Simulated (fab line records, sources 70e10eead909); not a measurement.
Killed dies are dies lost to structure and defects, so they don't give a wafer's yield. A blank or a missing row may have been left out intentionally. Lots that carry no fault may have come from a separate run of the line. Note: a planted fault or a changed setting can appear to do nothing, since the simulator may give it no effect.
The tool behind it: which one? / flow nand harc / Sampling: 12 lots, 36 wafers, 3 of 1302 route steps

WHAT EACH GAUGE READ, for each wafer
NHARC_P_CONTACT_INSPECT_27.
lot=L075; measured=day 6 07:41; on=defect inspect-01; raw defect count=165 251 332
lot=L077; measured=day 7 02:44; on=defect inspect-02; raw defect count=149 255 174
lot=L079; measured=day 8 04:46; on=defect inspect-01; raw defect count=205 185 92
lot=L081; measured=day 8 18:04; on=defect inspect-02; raw defect count=449 459 246
lot=L083; measured=day 9 12:53; on=defect inspect-01; raw defect count=258 434 307
lot=L085; measured=day 10 17:40; on=defect inspect-01; raw defect count=326 483 214
lot=L087; measured=day 12 02:16; on=defect inspect-02; raw defect count=284 196 163
lot=L088; measured=day 12 03:38; on=defect inspect-02; raw defect count=673 325 398
lot=L091; measured=day 13 00:54; on=defect inspect-02; raw defect count=301 369 446
lot=L093; measured=day 13 21:16; on=defect inspect-01; raw defect count=149 181 259
lot=L095; measured=day 15 05:18; on=defect inspect-01; raw defect count=509 458 311
lot=L097; measured=day 16 01:34; on=defect inspect-02; raw defect count=421 339 341

TOOL THAT RAN EACH LOT (tool first, then ch and the chambers of the sampled wafers, then the start)
lot=L075; NHARC_P_CONTACT_CMP_01=cmp-04 ch 1,2,3, day 6 03:11; NHARC_P_CONTACT_CVD_23=cvd w-02 ch 0,1, day 6 07:41 or earlier
lot=L077; NHARC_P_CONTACT_CMP_01=cmp-04 ch 0,3, day 6 22:16; NHARC_P_CONTACT_CVD_23=cvd w-02 ch 0,1, day 7 02:44 or earlier
lot=L079; NHARC_P_CONTACT_CMP_01=cmp-02 ch 1,2,3, day 8 00:40; NHARC_P_CONTACT_CVD_23=cvd w-02 ch 0,1, day 8 04:46 or earlier
lot=L081; NHARC_P_CONTACT_CMP_01=cmp-02 ch 0,3, day 8 14:06; NHARC_P_CONTACT_CVD_23=cvd w-01 ch 0,1, day 8 18:04 or earlier
lot=L083; NHARC_P_CONTACT_CMP_01=cmp-04 ch 0,3, day 9 08:54; NHARC_P_CONTACT_CVD_23=cvd w-02 ch 0,1, day 9 12:53 or earlier
lot=L085; NHARC_P_CONTACT_CMP_01=cmp-04 ch 1,2,3, day 10 13:26; NHARC_P_CONTACT_CVD_23=cvd w-01 ch 0,1, day 10 17:40 or earlier
lot=L087; NHARC_P_CONTACT_CMP_01=cmp-04 ch 1,2,3, day 11 22:12; NHARC_P_CONTACT_CVD_23=cvd w-01 ch 0,1, day 12 02:16 or earlier
lot=L088; NHARC_P_CONTACT_CMP_01=cmp-02 ch 1,2,3, day 11 23:28; NHARC_P_CONTACT_CVD_23=cvd w-02 ch 0,1, day 12 03:38 or earlier
lot=L091; NHARC_P_CONTACT_CMP_01=cmp-02 ch 1,2, day 12 20:47; NHARC_P_CONTACT_CVD_23=cvd w-02 ch 0,1, day 13 00:54 or earlier
lot=L093; NHARC_P_CONTACT_CMP_01=cmp-01 ch 2,3, day 13 17:09; NHARC_P_CONTACT_CVD_23=cvd w-01 ch 0,1, day 13 21:16 or earlier
lot=L095; NHARC_P_CONTACT_CMP_01=cmp-02 ch 1,2,3, day 15 01:13; NHARC_P_CONTACT_CVD_23=cvd w-02 ch 0,1, day 15 05:18 or earlier
lot=L097; NHARC_P_CONTACT_CMP_01=cmp-01 ch 0,3, day 15 21:35; NHARC_P_CONTACT_CVD_23=cvd w-02 ch 0,1, day 16 01:34 or earlier
- NHARC_P_CONTACT_CMP_01: polishes SiO2, target thk 200 nm.
- NHARC_P_CONTACT_CVD_23: deposits W, target thk 200 nm, time 557 s.

THE ANSWER, worked out from the rows above alone
Rule: the lots themselves supply what counts as usual. Put in order of their means at a reading, lots are off if they are a third of the lots or fewer, leave a main group of 4 or more, and stand apart from it by a gap of 3 or more times the standard deviation of the main group's means; of several such gaps the widest counts. Not used: any main group whose means are identical at the precision the tables above print for the reading. A lot without any number at a reading at which 4 lots or more have one is off too. Any other lot the step has rows for is counted as sound.
No lot is off at any reading shown: from this, nothing can be told.

WHAT WAS PUT IN BY THE SIMULATOR
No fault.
